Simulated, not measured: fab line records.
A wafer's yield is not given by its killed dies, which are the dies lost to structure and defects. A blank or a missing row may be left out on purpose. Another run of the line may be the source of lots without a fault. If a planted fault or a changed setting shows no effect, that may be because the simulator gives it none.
Chamber matching -- flow n5Finfet -- pecvd-04 running N5_FIN_SAQP_PECVD_47: 3 sister chambers
The step deposits a-Si from SiH4/He, target thk 45 nm, time 36.3 s. 3 wafers are shown with their chamber, then 9 later ones without.

## WAFERS, EACH WITH ITS CHAMBER
wafer,chamber,showerheadPlenumPTorr (Torr)
L085.6,1,5.73
L089.4,0,5.59
L089.5,2,5.70

## WAFERS WITH NO CHAMBER GIVEN
wafer,showerheadPlenumPTorr (Torr)
L093.1,5.72
L093.2,5.60
L093.4,5.72
L095.1,5.68
L095.4,5.73
L095.5,5.70
L096.3,5.72
L096.5,5.60
L096.6,5.74

## THE CHAMBER EACH PASSED THROUGH
wafer,from the rows above,in truth
L093.1,can't be placed: 1 or 2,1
L093.2,0,0
L093.4,can't be placed: 1 or 2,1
L095.1,2,2
L095.4,1,1
L095.5,2,2
L096.3,can't be placed: 1 or 2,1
L096.5,0,0
L096.6,1,1
6 of 9 placed correctly. Cannot be placed on the basis of these rows: 3; the candidates contain the true chamber in 3. Wrongly placed: 0.
How it was worked out, from the rows above alone: a wafer's distance from a chamber is the root of the sum, over the readings, of the square of ((its reading less the chamber's mean) divided by the reading's scatter). If the next closest chamber is less than 2 further off than the closest, the wafer can't be placed; otherwise it belongs to the closest. A chamber's mean is the mean of its shown wafers. The scatter: root of mean squared gap, hidden wafer to nearest shown wafer, with one shown wafer a chamber.
